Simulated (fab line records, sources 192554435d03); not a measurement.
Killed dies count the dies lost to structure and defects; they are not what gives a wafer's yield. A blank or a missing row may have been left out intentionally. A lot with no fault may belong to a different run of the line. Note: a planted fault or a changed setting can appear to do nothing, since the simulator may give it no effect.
Code-filled problem report in 8D (eight disciplines) form    flow n5-finfet    the parts of the form that need people (team, actions taken, sign-off) are left out

## 1. THE ISSUE
Across 2 wafers from 2 lots, IOFF_N at N5_BEOL_M4_RC_MEAS_101 averages 0.384 nA/um, while fault-free wafers read 0.157 nA/um with a standard deviation of 0.02. That puts it +11 standard deviations away from the usual mean.
First seen on wafer L847.4, day 10 19:11, on prober-01. The record has a number at this step for 12 wafers belonging to 4 lots. Rule for "out" (also "out of limits"): further than 4 standard deviations from the usual mean. Any other wafer with a number is counted as sound.

## 2. WHAT IT IS, AND WHAT IT ISN'T
question                     is                                                                                                                                            is not
which readings at this step  IOFF_N, DIBL_N, DIBL_P, IOFF_N_85C, IOFF_N_LIN, IOFF_P, IOFF_P_85C, IOFF_P_LIN, ION_N, ION_P, REXT_N, REXT_P, VT_N, VT_N_LVT, VT_P, VT_P_LVT  -
which lots                   L847, L849                                                                                                                                    L843, L858
which wafers of those lots   L847.4, L849.1                                                                                                                                L847.3, L847.6, L849.3, L849.6
read on which gauges         prober-01                                                                                                                                     prober-02
when                         from day 10 19:11                                                                                                                             up to then (5 sound wafers); but 5 sound wafers of L849, L858 came after

## 3. SUSPECTS, AND WHAT RULES EACH OUT
Counting: a tool at a process step up to the reading stays a suspect if it ran every lot that is out. Sound lots after the first of them don't rule it out here, since some wafers of a struck lot are sound.
- the gauge at N5_BEOL_M4_RC_MEAS_101: ruled out. All the wafers that are out were read on prober-01, but those of them that N5_DUMMY_REMOVAL_HM_STRIP_01 has rows for are out there too, on other tools.
- ald-sin-01 at N5_SPACER0_ALD_07 (deposits SiNx, target thk 2 nm): kept. It processed each lot that is out (first: L847, day 4 14:47); up to then, its last sound lot is L843 (day 3 14:31).
- At N5_SPACER0_ALD_07, inside ald-sin-01: chamber 1 took the wafers that are out, while their sound lot-mates went through chambers 0, 2.
The count leaves ald-sin-01 at N5_SPACER0_ALD_07.

## 4. THE CAUSE (what the simulator had put in)
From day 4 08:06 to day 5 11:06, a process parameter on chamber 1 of ald-sin-01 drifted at N5_SPACER0_ALD_07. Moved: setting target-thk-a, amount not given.
After counting, this tool was the only one left.

## 5. SEQUENCE OF EFFECTS, ordered by route
Each row: a reading where the mean over the struck wafers with a number is more than 3 standard deviations away from the usual. Readings are gone through only where the record gives a usual standard deviation; hours: the median, over the lots, of the time from a lot's start at the first step in this table giving one to that lot's start at this step; sigmas: the change measured in usual standard deviations.
hours  step                          reading         usual         on struck wafers  change  sigmas
0      N5_DUMMY_REMOVAL_HM_STRIP_01  oes-product-au  0.60 a.u.     0.38              -0.22   -5.0
127    N5_BEOL_M4_RC_MEAS_101        DIBL_N          36.3 mV/V     46.6              +10.4   +8.6
127    N5_BEOL_M4_RC_MEAS_101        DIBL_P          36.3 mV/V     43.7              +7.4    +5.3
127    N5_BEOL_M4_RC_MEAS_101        IOFF_N          0.157 nA/um   0.384             +0.227  +11
127    N5_BEOL_M4_RC_MEAS_101        IOFF_N_85C      3.1 nA/um     6.5               +3.4    +10
127    N5_BEOL_M4_RC_MEAS_101        IOFF_N_LIN      0.073 nA/um   0.144             +0.071  +9.0
127    N5_BEOL_M4_RC_MEAS_101        IOFF_P          0.22 nA/um    0.50              +0.28   +8.5
127    N5_BEOL_M4_RC_MEAS_101        IOFF_P_85C      3.7 nA/um     7.5               +3.8    +8.2
127    N5_BEOL_M4_RC_MEAS_101        IOFF_P_LIN      0.103 nA/um   0.205             +0.102  +7.8
127    N5_BEOL_M4_RC_MEAS_101        ION_N           675 uA/um     728               +53     +5.5
127    N5_BEOL_M4_RC_MEAS_101        ION_P           465 uA/um     504               +39     +4.8
127    N5_BEOL_M4_RC_MEAS_101        REXT_N          74.5 ohm.um   63.5              -11.0   -5.3
127    N5_BEOL_M4_RC_MEAS_101        REXT_P          100.1 ohm.um  86.5              -13.6   -5.4
127    N5_BEOL_M4_RC_MEAS_101        SS_N            71.4 mV/dec   73.3              +1.9    +4.2
127    N5_BEOL_M4_RC_MEAS_101        VT_N            249.8 mV      237.5             -12.3   -4.9
127    N5_BEOL_M4_RC_MEAS_101        VT_N_LVT        98.8 mV       85.4              -13.4   -5.2
127    N5_BEOL_M4_RC_MEAS_101        VT_P            -249 mV       -234              +15     +4.7
127    N5_BEOL_M4_RC_MEAS_101        VT_P_LVT        -98.3 mV      -82.3             +16.0   +5.9
237    N5_PASSIVATION_PROBE_49       sort-n-pass     1075          868               -208    -13
237    N5_PASSIVATION_PROBE_49       sort-yield-pct  91.1 %        73.5              -17.6   -13
It contains these process steps:
- N5_DUMMY_REMOVAL_HM_STRIP_01: strips SiNx in CH3F/O2, stops on poly-Si, target depth 4 nm, time 6.8 s.
- N5_PASSIVATION_PROBE_49

## 6. WHAT WOULD HAVE CAUGHT IT SOONER
155 hours passed between the start of the fault at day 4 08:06 and the first reading out of limits at a measuring or inspecting step in this record, taken at day 10 19:11.
No tool reading at N5_SPACER0_ALD_07 that has a usual standard deviation in the record was out on any struck wafer, so an alarm limit of 4 standard deviations on those readings would not have fired.
Each of the lots that are out, 2 in all, had begun N5_SPACER0_ALD_07 on ald-sin-01 no later than day 10 19:11. Tool hold at that time: it would have spared none of them.
